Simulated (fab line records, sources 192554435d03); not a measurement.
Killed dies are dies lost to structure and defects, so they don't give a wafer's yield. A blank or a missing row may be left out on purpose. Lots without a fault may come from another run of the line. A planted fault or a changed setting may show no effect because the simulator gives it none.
Which tool did it? | flow n5_finfet | 10 lots, 29 wafers sampled, at 5 steps of a route of 1938

WHAT THE GAUGES READ, wafer by wafer
N5_BEOL_M2_CD_MEAS_11: target cd 16.79 nm. Usual: cd_nm 16.91 nm, standard deviation 0.27.
lot  | measured     | on        | cd_nm (nm)        | flag
L738 | day 7 18:07  | cd_sem-02 | 16.95 16.89 16.80 |
L745 | day 9 07:39  | cd_sem-02 | 16.51 16.78 16.83 |
L746 | day 9 13:24  | cd_sem-03 | 17.21 16.56 16.35 |
L749 | day 10 07:11 | cd_sem-03 | 16.56 16.48 16.46 |
L750 | day 10 15:55 | cd_sem-02 | 17.21 16.58 16.13 |
L752 | day 10 23:22 | cd_sem-01 | 17.20 17.13 16.94 |
L753 | day 11 06:05 | cd_sem-01 | 16.90 16.95 16.70 |
L756 | day 12 08:33 | cd_sem-03 | 16.95 17.05       |
L758 | day 12 09:26 | cd_sem-02 | 16.86 16.65 17.46 |
L757 | day 12 09:31 | cd_sem-03 | 17.13 16.52 17.45 |

N5_BEOL_M4_RC_MEAS_101. Usual: DIBL_N 36.2 mV/V, standard deviation 2.2; DIBL_P 36.1 mV/V, standard deviation 2.8; IOFF_N 0.16 nA/um, standard deviation 0.041; IOFF_P 0.21 nA/um, standard deviation 0.047; ION_N 676 uA/um, standard deviation 16; ION_P 463 uA/um, standard deviation 11; SS_N 71.6 mV/dec, standard deviation 0.78; SS_P 73.3 mV/dec, standard deviation 0.86; VT_N 249 mV, standard deviation 3.8; VT_P -251 mV, standard deviation 3.9.
lot  | measured     | on        | DIBL_N (mV/V)  | DIBL_P (mV/V)  | IOFF_N (nA/um) | IOFF_P (nA/um) | ION_N (uA/um) | ION_P (uA/um) | SS_N (mV/dec)  | SS_P (mV/dec)  | VT_N (mV)   | VT_P (mV)      | flag
L738 | day 9 10:50  | prober-02 | 37.1 35.7 35.9 | 37.5 34.3 36.3 | 0.18 0.16 0.16 | 0.23 0.17 0.20 | 682 668 684   | 465 451 465   | 72.0 72.5 71.1 | 73.7 73.5 73.9 | 246 251 250 | -249 -252 -254 |
L745 | day 11 01:13 | prober-01 | 34.4 35.1 37.0 | 33.7 32.9 37.8 | 0.15 0.17 0.20 | 0.21 0.20 0.29 | 679 708 673   | 469 478 469   | 71.0 71.5 71.7 | 73.1 72.3 74.1 | 251 246 244 | -248 -249 -246 |
L746 | day 11 03:32 | prober-01 | 37.2 34.2 35.3 | 36.5 34.1 36.3 | 0.19 0.13 0.16 | 0.20 0.17 0.21 | 695 646 665   | 472 446 454   | 71.7 70.3 71.2 | 73.8 72.6 73.6 | 246 250 247 | -254 -256 -252 |
L749 | day 12 09:41 | prober-01 | 35.5 37.2 35.6 | 36.9 38.5 36.7 | 0.16 0.21 0.18 | 0.21 0.24 0.21 | 669 691 686   | 459 468 466   | 71.9 72.1 72.0 | 73.2 73.8 73.7 | 247 243 245 | -250 -247 -252 |
L750 | day 12 12:50 | prober-02 | 37.5 32.0 38.7 | 35.7 31.0 39.0 | 0.19 0.10 0.21 | 0.20 0.15 0.26 | 678 654 683   | 460 454 467   | 72.2 70.3 71.8 | 72.8 71.6 74.6 | 246 255 247 | -251 -256 -248 |
L752 | day 12 18:47 | prober-02 | 34.3 37.1 38.3 | 35.4 38.4 38.5 | 0.12 0.17 0.17 | 0.22 0.26 0.25 | 670 683 677   | 465 478 470   | 71.2 72.3 72.5 | 73.6 74.2 74.3 | 252 249 248 | -249 -246 -246 |
L753 | day 13 08:55 | prober-02 | 39.9 32.8 35.3 | 38.6 31.0 33.6 | 0.23 0.10 0.13 | 0.29 0.16 0.20 | 683 667 672   | 470 463 472   | 73.2 70.8 71.3 | 72.8 71.9 72.5 | 245 253 252 | -242 -255 -249 |
L756 | day 13 17:52 | prober-01 | 37.1 35.2      | 39.2 37.6      | 0.20 0.16      | 0.25 0.22      | 700 675       | 481 461       | 71.7 71.9      | 74.1 73.6      | 246 248     | -247 -251      |
L758 | day 14 01:08 | prober-01 | 35.8 40.4 31.0 | 38.1 42.0 31.3 | 0.15 0.26 0.08 | 0.23 0.31 0.13 | 661 701 647   | 461 482 449   | 70.6 72.5 69.6 | 74.0 75.7 71.7 | 250 242 260 | -250 -245 -255 |
L757 | day 14 04:28 | prober-02 | 33.7 33.2 38.4 | 32.3 31.3 37.8 | 0.11 0.10 0.18 | 0.14 0.14 0.21 | 653 664 669   | 450 453 455   | 69.8 70.4 71.6 | 71.8 71.6 73.5 | 254 256 249 | -255 -258 -254 |

WHICH TOOL RAN EACH LOT (tool, then ch and the chambers of the sampled wafers, then the start)
lot  | N5_BEOL_M1_PRE_CLEAN_60          | N5_BEOL_M2_ETCH_74                 | N5_BEOL_M2_STRIP_66
L738 | cvd_co-01 ch 0,2, day 7 15:22    | rie_diel-01 ch 2,3, day 7 18:19    | rie_diel-01 ch 2,3, day 7 18:29
L745 | cvd_co-02 ch 0,1,2, day 9 04:32  | rie_diel-02 ch 1,2,3, day 9 07:49  | rie_diel-02 ch 1,2,3, day 9 07:59
L746 | cvd_co-01 ch 0,1, day 9 10:48    | rie_diel-01 ch 0,2,3, day 9 13:46  | rie_diel-01 ch 0,2,3, day 9 13:56
L749 | cvd_co-01 ch 0,1, day 10 05:20   | rie_diel-02 ch 0,2,3, day 10 07:25 | rie_diel-02 ch 0,2,3, day 10 07:36
L750 | cvd_co-01 ch 0,1, day 10 12:58   | rie_diel-02 ch 0,3, day 10 16:04   | rie_diel-02 ch 0,3, day 10 16:15
L752 | cvd_co-02 ch 0,1,2, day 10 20:28 | rie_diel-02 ch 0,1,3, day 10 23:32 | rie_diel-02 ch 0,1,3, day 10 23:42
L753 | cvd_co-01 ch 0,1, day 11 02:41   | rie_diel-02 ch 0,1, day 11 06:15   | rie_diel-02 ch 0,1, day 11 06:25
L756 | cvd_co-01 ch 0, day 12 06:59     | rie_diel-01 ch 0,1, day 12 08:45   | rie_diel-01 ch 0,1, day 12 08:55
L758 | cvd_co-02 ch 0,2, day 12 08:16   | rie_diel-02 ch 0,3, day 12 09:35   | rie_diel-02 ch 0,3, day 12 09:46
L757 | cvd_co-01 ch 0,1,2, day 12 08:32 | rie_diel-01 ch 0,2,3, day 12 09:40 | rie_diel-01 ch 0,2,3, day 12 09:51
- N5_BEOL_M1_PRE_CLEAN_60: time 15 s.
- N5_BEOL_M2_ETCH_74: etches underlayer in N2/H2, target depth 6.5 nm, time 5.2 s.
- N5_BEOL_M2_STRIP_66: strips in CF4.

WHAT THE TOOLS THEMSELVES READ (means of the sampled wafers that have a number; where no wafer has one, the mark that the record gives instead)
N5_BEOL_M1_PRE_CLEAN_60. Usual: heater_power_outer_w 21 W, standard deviation 12; heater_power_w 88 W, standard deviation 17.
lot  | tool      | heater_power_outer_w (W) | heater_power_w (W) | flag
L738 | cvd_co-01 | 14                       | 79                 |
L745 | cvd_co-02 | 21                       | 83                 |
L746 | cvd_co-01 | 23                       | 90                 |
L749 | cvd_co-01 | 23                       | 88                 |
L750 | cvd_co-01 | 31                       | 102                |
L752 | cvd_co-02 | 21                       | 84                 |
L753 | cvd_co-01 | 31                       | 103                |
L756 | cvd_co-01 | 16                       | 78                 |
L758 | cvd_co-02 | 13                       | 73                 |
L757 | cvd_co-01 | 22                       | 92                 |

N5_BEOL_M2_ETCH_74. Usual: drypump_motor_current_A 5.70 A, standard deviation 0.28; etch_rf_on_time_s 5.18 s, standard deviation 0.19; oes_product_au 0.70 a.u., standard deviation 0.071; rf_vpp_V 523.7 V, standard deviation 2.8; showerhead_plenum_p_Torr 2.55 Torr, standard deviation 0.099; throttle_valve_pct 17.80 %, standard deviation 0.27.
lot  | tool        | drypump_motor_current_A (A) | etch_rf_on_time_s (s) | oes_product_au (a.u.) | rf_vpp_V (V) | showerhead_plenum_p_Torr (Torr) | throttle_valve_pct (%) | flag
L738 | rie_diel-01 | 5.62                        | 5.25                  | 0.60                  | 521.6        | 2.41                            | 17.72                  |
L745 | rie_diel-02 | 5.68                        | 5.29                  | 0.71                  | 525.0        | 2.58                            | 17.54                  |
L746 | rie_diel-01 | 5.69                        | 5.12                  | 0.74                  | 523.6        | 2.55                            | 17.70                  |
L749 | rie_diel-02 | 5.82                        | 5.16                  | 0.68                  | 523.8        | 2.53                            | 17.72                  |
L750 | rie_diel-02 | 6.07                        | 5.17                  | 0.64                  | 524.4        | 2.53                            | 17.74                  |
L752 | rie_diel-02 | 5.89                        | 5.26                  | 0.68                  | 523.6        | 2.60                            | 17.72                  |
L753 | rie_diel-02 | 5.85                        | 5.17                  | 0.71                  | 526.2        | 2.63                            | 17.89                  |
L756 | rie_diel-01 | 5.65                        | 4.94                  | 0.73                  | 523.9        | 2.56                            | 18.09                  |
L758 | rie_diel-02 | 6.04                        | 5.15                  | 0.62                  | 523.4        | 2.53                            | 17.74                  |
L757 | rie_diel-01 | 5.68                        | 5.13                  | 0.70                  | 523.2        | 2.54                            | 17.75                  |

N5_BEOL_M2_STRIP_66. Usual: bias_power_w 74.98 W, standard deviation 0.22; cf4_flow_sccm 150.0 sccm, standard deviation 0.43; drypump_motor_current_A 5.69 A, standard deviation 0.28; oes_product_au 0.80 a.u., standard deviation 0.075; rf_vpp_V 270.9 V, standard deviation 1.6; showerhead_plenum_p_Torr 1.79 Torr, standard deviation 0.07; throttle_valve_pct 13.50 %, standard deviation 0.23.
lot  | tool        | bias_power_w (W) | cf4_flow_sccm (sccm) | drypump_motor_current_A (A) | oes_product_au (a.u.) | rf_vpp_V (V) | showerhead_plenum_p_Torr (Torr) | throttle_valve_pct (%) | flag
L738 | rie_diel-01 | 75.05            | 149.8                | 5.61                        | 0.70                  | 269.4        | 1.69                            | 13.46                  |
L745 | rie_diel-02 | -                | -                    | -                           | -                     | -            | -                               | -                      | OFF
L746 | rie_diel-01 | -                | -                    | -                           | -                     | -            | -                               | -                      | OFF
L749 | rie_diel-02 | 75.29            | 150.0                | 5.81                        | 0.79                  | 270.7        | 1.78                            | 13.46                  |
L750 | rie_diel-02 | 75.14            | 150.1                | 6.04                        | 0.74                  | 270.6        | 1.79                            | 13.62                  |
L752 | rie_diel-02 | 75.13            | 149.9                | 5.87                        | 0.79                  | 272.0        | 1.84                            | 13.56                  |
L753 | rie_diel-02 | 75.11            | 150.0                | 5.85                        | 0.82                  | 270.9        | 1.84                            | 13.54                  |
L756 | rie_diel-01 | 74.80            | 149.9                | 5.61                        | 0.83                  | 269.3        | 1.77                            | 13.39                  |
L758 | rie_diel-02 | 74.72            | 150.1                | 6.07                        | 0.73                  | 271.2        | 1.79                            | 13.65                  |
L757 | rie_diel-01 | 75.11            | 149.7                | 5.68                        | 0.81                  | 271.1        | 1.78                            | 13.35                  |

THE ANSWER, worked out from the rows above alone
Rule: a lot is off if the mean of its wafers that have a number lies more than 3 standard deviations from the usual mean. A lot without any number at a reading at which 4 lots or more have one is off too. The other lots that the step has rows for count as sound. The gauges are gone through in route order, then the tools' own readings, and for those a lot's mean is taken as printed above. The first step at which some lot is off is used, and at that step the reading that is off furthest; a lot without a number counts as furthest.
Off: L745, L746, at N5_BEOL_M2_STRIP_66 (bias_power_w). Without a number there: L745, L746.
A tool fits if, at that step or a process step before it, it ran every lot that is off, and no sound lot after the first of them. None of those tried fits.

WHAT THE SIMULATOR HAD PUT IN
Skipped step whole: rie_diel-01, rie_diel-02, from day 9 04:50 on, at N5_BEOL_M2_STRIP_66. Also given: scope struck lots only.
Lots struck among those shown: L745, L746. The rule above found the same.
